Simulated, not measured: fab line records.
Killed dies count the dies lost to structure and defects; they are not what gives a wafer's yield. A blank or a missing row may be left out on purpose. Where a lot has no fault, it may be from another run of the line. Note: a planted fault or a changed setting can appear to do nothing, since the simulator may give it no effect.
Split-lot study || flow n5-finfet || 39 wafers read across 7 lots, on a route 1938 steps long

== THE SPLIT ITSELF ==
At N5_DUMMY_GATE_ETCH_32 (etches SiO2 in CF4, target depth 3.5 nm, time 3.9 s), the setting time-s was moved away from the recipe's 3.9 s on 12 of the 39 wafers read, by -34.7% to +59.9%. For the rest of the wafers, this setting stayed at what the recipe calls for.

The split's own step is where the reading is taken.

== THE READING ==
etch.depth-nm (the simulator's own value, which no gauge read), in nm, at N5_DUMMY_GATE_ETCH_32 (etches SiO2 in CF4, target depth 3.5 nm, time 3.9 s). No usual value for it is given in the file. Average 3.530 nm, standard deviation 0.048 nm, over the 27 wafers here run with the recipe.

{"wafer": "L076.1", "tool, chamber at the split": "rie-si-05, 2", "time-s as run, s": 3.9, "against the recipe": "recipe", "etch.depth-nm, nm": 3.519, "against lot-mates on the recipe": "-"}
{"wafer": "L076.2", "tool, chamber at the split": "rie-si-05, 1", "time-s as run, s": 3.15, "against the recipe": "-19.2%", "etch.depth-nm, nm": 2.804, "against lot-mates on the recipe": -0.703}
{"wafer": "L076.3", "tool, chamber at the split": "rie-si-05, 3", "time-s as run, s": 3.15, "against the recipe": "-19.2%", "etch.depth-nm, nm": 2.838, "against lot-mates on the recipe": -0.669}
{"wafer": "L076.4", "tool, chamber at the split": "rie-si-05, 0", "time-s as run, s": 3.9, "against the recipe": "recipe", "etch.depth-nm, nm": 3.496, "against lot-mates on the recipe": "-"}
{"wafer": "L076.5", "tool, chamber at the split": "rie-si-05, 2", "time-s as run, s": 3.15, "against the recipe": "-19.2%", "etch.depth-nm, nm": 2.812, "against lot-mates on the recipe": -0.695}
{"wafer": "L076.6", "tool, chamber at the split": "rie-si-05, 3", "time-s as run, s": 3.9, "against the recipe": "recipe", "etch.depth-nm, nm": 3.507, "against lot-mates on the recipe": "-"}
{"wafer": "L079.1", "tool, chamber at the split": "rie-si-04, 3", "time-s as run, s": 3.9, "against the recipe": "recipe", "etch.depth-nm, nm": 3.458, "against lot-mates on the recipe": "-"}
{"wafer": "L079.2", "tool, chamber at the split": "rie-si-04, 2", "time-s as run, s": 3.9, "against the recipe": "recipe", "etch.depth-nm, nm": 3.613, "against lot-mates on the recipe": "-"}
{"wafer": "L079.3", "tool, chamber at the split": "rie-si-04, 0", "time-s as run, s": 3.9, "against the recipe": "recipe", "etch.depth-nm, nm": 3.497, "against lot-mates on the recipe": "-"}
{"wafer": "L079.4", "tool, chamber at the split": "rie-si-04, 1", "time-s as run, s": 3.9, "against the recipe": "recipe", "etch.depth-nm, nm": 3.557, "against lot-mates on the recipe": "-"}
{"wafer": "L079.5", "tool, chamber at the split": "rie-si-04, 0", "time-s as run, s": 3.9, "against the recipe": "recipe", "etch.depth-nm, nm": 3.491, "against lot-mates on the recipe": "-"}
{"wafer": "L079.6", "tool, chamber at the split": "rie-si-04, 1", "time-s as run, s": 3.9, "against the recipe": "recipe", "etch.depth-nm, nm": 3.561, "against lot-mates on the recipe": "-"}
{"wafer": "L084.1", "tool, chamber at the split": "rie-si-06, 3", "time-s as run, s": 3.9, "against the recipe": "recipe", "etch.depth-nm, nm": 3.506, "against lot-mates on the recipe": "-"}
{"wafer": "L084.4", "tool, chamber at the split": "rie-si-06, 0", "time-s as run, s": 3.9, "against the recipe": "recipe", "etch.depth-nm, nm": 3.473, "against lot-mates on the recipe": "-"}
{"wafer": "L084.5", "tool, chamber at the split": "rie-si-06, 3", "time-s as run, s": 3.9, "against the recipe": "recipe", "etch.depth-nm, nm": 3.546, "against lot-mates on the recipe": "-"}
{"wafer": "L085.1", "tool, chamber at the split": "rie-si-04, 1", "time-s as run, s": 3.9, "against the recipe": "recipe", "etch.depth-nm, nm": 3.57, "against lot-mates on the recipe": "-"}
{"wafer": "L085.2", "tool, chamber at the split": "rie-si-04, 0", "time-s as run, s": 6.238, "against the recipe": "+59.9%", "etch.depth-nm, nm": 5.576, "against lot-mates on the recipe": "+2.004"}
{"wafer": "L085.3", "tool, chamber at the split": "rie-si-04, 2", "time-s as run, s": 3.9, "against the recipe": "recipe", "etch.depth-nm, nm": 3.562, "against lot-mates on the recipe": "-"}
{"wafer": "L085.4", "tool, chamber at the split": "rie-si-04, 3", "time-s as run, s": 6.238, "against the recipe": "+59.9%", "etch.depth-nm, nm": 5.62, "against lot-mates on the recipe": "+2.048"}
{"wafer": "L085.5", "tool, chamber at the split": "rie-si-04, 3", "time-s as run, s": 6.238, "against the recipe": "+59.9%", "etch.depth-nm, nm": 5.532, "against lot-mates on the recipe": "+1.960"}
{"wafer": "L085.6", "tool, chamber at the split": "rie-si-04, 2", "time-s as run, s": 3.9, "against the recipe": "recipe", "etch.depth-nm, nm": 3.585, "against lot-mates on the recipe": "-"}
{"wafer": "L086.1", "tool, chamber at the split": "rie-si-04, 0", "time-s as run, s": 3.9, "against the recipe": "recipe", "etch.depth-nm, nm": 3.53, "against lot-mates on the recipe": "-"}
{"wafer": "L086.2", "tool, chamber at the split": "rie-si-04, 3", "time-s as run, s": 3.9, "against the recipe": "recipe", "etch.depth-nm, nm": 3.495, "against lot-mates on the recipe": "-"}
{"wafer": "L086.3", "tool, chamber at the split": "rie-si-04, 1", "time-s as run, s": 3.9, "against the recipe": "recipe", "etch.depth-nm, nm": 3.595, "against lot-mates on the recipe": "-"}
{"wafer": "L086.4", "tool, chamber at the split": "rie-si-04, 2", "time-s as run, s": 3.9, "against the recipe": "recipe", "etch.depth-nm, nm": 3.602, "against lot-mates on the recipe": "-"}
{"wafer": "L086.5", "tool, chamber at the split": "rie-si-04, 2", "time-s as run, s": 3.9, "against the recipe": "recipe", "etch.depth-nm, nm": 3.607, "against lot-mates on the recipe": "-"}
{"wafer": "L086.6", "tool, chamber at the split": "rie-si-04, 1", "time-s as run, s": 3.9, "against the recipe": "recipe", "etch.depth-nm, nm": 3.582, "against lot-mates on the recipe": "-"}
{"wafer": "L087.1", "tool, chamber at the split": "rie-si-06, 1", "time-s as run, s": 3.9, "against the recipe": "recipe", "etch.depth-nm, nm": 3.536, "against lot-mates on the recipe": "-"}
{"wafer": "L087.2", "tool, chamber at the split": "rie-si-06, 0", "time-s as run, s": 3.9, "against the recipe": "recipe", "etch.depth-nm, nm": 3.47, "against lot-mates on the recipe": "-"}
{"wafer": "L087.3", "tool, chamber at the split": "rie-si-06, 3", "time-s as run, s": 5.972, "against the recipe": "+53.1%", "etch.depth-nm, nm": 5.358, "against lot-mates on the recipe": "+1.843"}
{"wafer": "L087.4", "tool, chamber at the split": "rie-si-06, 2", "time-s as run, s": 3.9, "against the recipe": "recipe", "etch.depth-nm, nm": 3.539, "against lot-mates on the recipe": "-"}
{"wafer": "L087.5", "tool, chamber at the split": "rie-si-06, 2", "time-s as run, s": 5.972, "against the recipe": "+53.1%", "etch.depth-nm, nm": 5.433, "against lot-mates on the recipe": "+1.918"}
{"wafer": "L087.6", "tool, chamber at the split": "rie-si-06, 3", "time-s as run, s": 5.972, "against the recipe": "+53.1%", "etch.depth-nm, nm": 5.413, "against lot-mates on the recipe": "+1.898"}
{"wafer": "L094.1", "tool, chamber at the split": "rie-si-06, 3", "time-s as run, s": 2.548, "against the recipe": "-34.7%", "etch.depth-nm, nm": 2.271, "against lot-mates on the recipe": -1.203}
{"wafer": "L094.2", "tool, chamber at the split": "rie-si-06, 2", "time-s as run, s": 3.9, "against the recipe": "recipe", "etch.depth-nm, nm": 3.508, "against lot-mates on the recipe": "-"}
{"wafer": "L094.3", "tool, chamber at the split": "rie-si-06, 1", "time-s as run, s": 2.548, "against the recipe": "-34.7%", "etch.depth-nm, nm": 2.267, "against lot-mates on the recipe": -1.207}
{"wafer": "L094.4", "tool, chamber at the split": "rie-si-06, 0", "time-s as run, s": 3.9, "against the recipe": "recipe", "etch.depth-nm, nm": 3.478, "against lot-mates on the recipe": "-"}
{"wafer": "L094.5", "tool, chamber at the split": "rie-si-06, 0", "time-s as run, s": 3.9, "against the recipe": "recipe", "etch.depth-nm, nm": 3.437, "against lot-mates on the recipe": "-"}
{"wafer": "L094.6", "tool, chamber at the split": "rie-si-06, 1", "time-s as run, s": 2.548, "against the recipe": "-34.7%", "etch.depth-nm, nm": 2.307, "against lot-mates on the recipe": -1.167}

FIT RESULTS
A straight line over all 39 wafers: etch.depth-nm changes by +0.035 nm for each +1% of time-s; r = +1.00; the points scatter about the line by 0.048 nm.
The same after taking each lot's own level away (the mean of its wafers on the recipe; 39 wafers): +0.0344 nm for each +1%; r = +1.00; scatter 0.042 nm.
That fit puts the effect of the largest move of time-s on the reading at 2.1 nm.
Across the lots, their own levels run from 3.4743 to 3.5723 nm, a range of 2.0 times the standard deviation given above.
The two slopes agree, so the slope changes little with the lot-to-lot level.
Check: with one of the wafers moved furthest among these (+59.9%) left out of the fit, the line predicts +2.07 nm for it against its lot-mates. Against them it came out at +2 nm.

== FILE'S OWN FIT ==
etch.depth-nm changes by +0.0344 nm for each +1% of time-s, r = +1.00.
